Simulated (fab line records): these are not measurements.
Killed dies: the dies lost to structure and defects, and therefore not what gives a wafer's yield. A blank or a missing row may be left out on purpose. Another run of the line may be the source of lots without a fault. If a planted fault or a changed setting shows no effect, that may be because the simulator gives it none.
Split-lot trial | flow n5-finfet | route with 1938 steps; 7 lots, 21 wafers read

## SPLIT DETAILS
At N5_BEOL_M2_COAT_62 (time 60 s, resist thk 12 nm), the setting spin-rpm was moved away from the recipe's 1500 rpm on 4 of the 21 wafers read, by -7.5% to +3.6%. For the rest of the wafers, this setting stayed at what the recipe calls for.

## FROM THE SPLIT TO THE READING: what the file shows between them, 4 steps
- N5_BEOL_M2_COAT_73: time 60 s, resist thk 5 nm
- N5_BEOL_M2_COAT_05: resist thk 30 nm
- N5_BEOL_M2_DESCUM_16: chemistry O2, time 7 s
- N5_BEOL_M2_ETCH_74: etches underlayer in N2/H2, target depth 6.5 nm, time 5.2 s

## THE READING
etch.depth-nm (the simulator's own value, which no gauge read), in nm, at N5_BEOL_M2_ETCH_63 (etches SiARC in CF4, target depth 15.6 nm, time 26 s). The file does not state a usual value for it. Across the 17 wafers here that went through the recipe, the average is 11.96 nm and the standard deviation 0.029 nm.

wafer  | tool, chamber at the split | spin-rpm as run, rpm | against the recipe | etch.depth-nm, nm | against lot-mates on the recipe
L081.2 | litho-track-02, 0          | 1500                 | recipe             | 11.98             | -
L081.4 | litho-track-02, 0          | 1500                 | recipe             | 11.93             | -
L081.5 | litho-track-02, 0          | 1500                 | recipe             | 11.97             | -
L082.1 | litho-track-02, 0          | 1500                 | recipe             | 11.97             | -
L082.4 | litho-track-02, 0          | 1500                 | recipe             | 12                | -
L082.5 | litho-track-02, 0          | 1500                 | recipe             | 11.98             | -
L084.3 | litho-track-04, 0          | 1500                 | recipe             | 11.97             | -
L084.5 | litho-track-04, 0          | 1387                 | -7.5%              | 12.41             | +0.44
L084.6 | litho-track-04, 0          | 1387                 | -7.5%              | 12.47             | +0.50
L088.1 | litho-track-01, 0          | 1554                 | +3.6%              | 11.71             | -0.19
L088.2 | litho-track-01, 0          | 1554                 | +3.6%              | 11.68             | -0.22
L088.5 | litho-track-01, 0          | 1500                 | recipe             | 11.9              | -
L090.1 | litho-track-02, 0          | 1500                 | recipe             | 11.95             | -
L090.2 | litho-track-02, 0          | 1500                 | recipe             | 11.99             | -
L090.6 | litho-track-02, 0          | 1500                 | recipe             | 11.98             | -
L096.1 | litho-track-04, 0          | 1500                 | recipe             | 12                | -
L096.2 | litho-track-04, 0          | 1500                 | recipe             | 11.98             | -
L096.5 | litho-track-04, 0          | 1500                 | recipe             | 11.99             | -
L097.3 | litho-track-01, 0          | 1500                 | recipe             | 11.94             | -
L097.4 | litho-track-01, 0          | 1500                 | recipe             | 11.92             | -
L097.6 | litho-track-01, 0          | 1500                 | recipe             | 11.93             | -

FIT RESULTS
A straight line over all 21 wafers: etch.depth-nm changes by -0.0656 nm for each +1% of spin-rpm; r = -0.98; the points scatter about the line by 0.031 nm.
The same after taking each lot's own level away (the mean of its wafers on the recipe; 21 wafers): -0.0612 nm for each +1%; r = -0.99; scatter 0.018 nm.
That fit puts the effect of the largest move of spin-rpm on the reading at 0.46 nm.
Measured against the standard deviation above, the lots' own levels, which go from 11.900 to 11.990 nm, span 3.1 times it.
So the lot-to-lot level changes the slope little: the two slopes agree.
Check: for one of the wafers moved furthest among these (-7.5%), held out of the fit, the line's prediction against its lot-mates is +0.481 nm. Against them it came out at +0.44 nm.

## OTHER SPLITS ON THESE WAFERS
Other splits were also applied to these wafers ahead of the reading. Each is held against what the fit with the lots' levels taken away leaves over:
other split on the same wafers               | wafers away from the commonest value | r with etch.depth-nm (lot level and that fit taken away)
N5_MOL_CONTACT_COAG_EXPOSE_05 dose-mj        | 8                                    | +0.03
N5_MOL_CONTACT_COAG_CONTACT_ETCH_14 source-w | 10                                   | +0.00
N5_MOL_CONTACT_COAG_EXPOSE_81 dose-mj        | 7                                    | +0.04
N5_BEOL_M0_SAQP_DESCUM_19 time-s             | 8                                    | -0.33
N5_BEOL_M1_EXPOSE_08 dose-mj                 | 2                                    | -0.44

## THE WHOLE CHAIN: every reading that the file lists as answering this split, in the file's order
step               | what it does                                         | reading                                                                          | change (the file's fit)                | r (the file's)
N5_BEOL_M2_COAT_62 | time 60 s, resist thk 12 nm                          | SiARC_of_BEOL_M2_COAT_62.thk-nm (the simulator's own value, which no gauge read) | -0.0587 nm for each +1% of the setting | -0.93
N5_BEOL_M2_ETCH_63 | etches SiARC in CF4, target depth 15.6 nm, time 26 s | etch.depth-nm (the simulator's own value, which no gauge read)                   | -0.0616 nm for each +1% of the setting | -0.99

## FILE'S OWN FIT
etch.depth-nm changes by -0.0616 nm for each +1% of spin-rpm, r = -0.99.
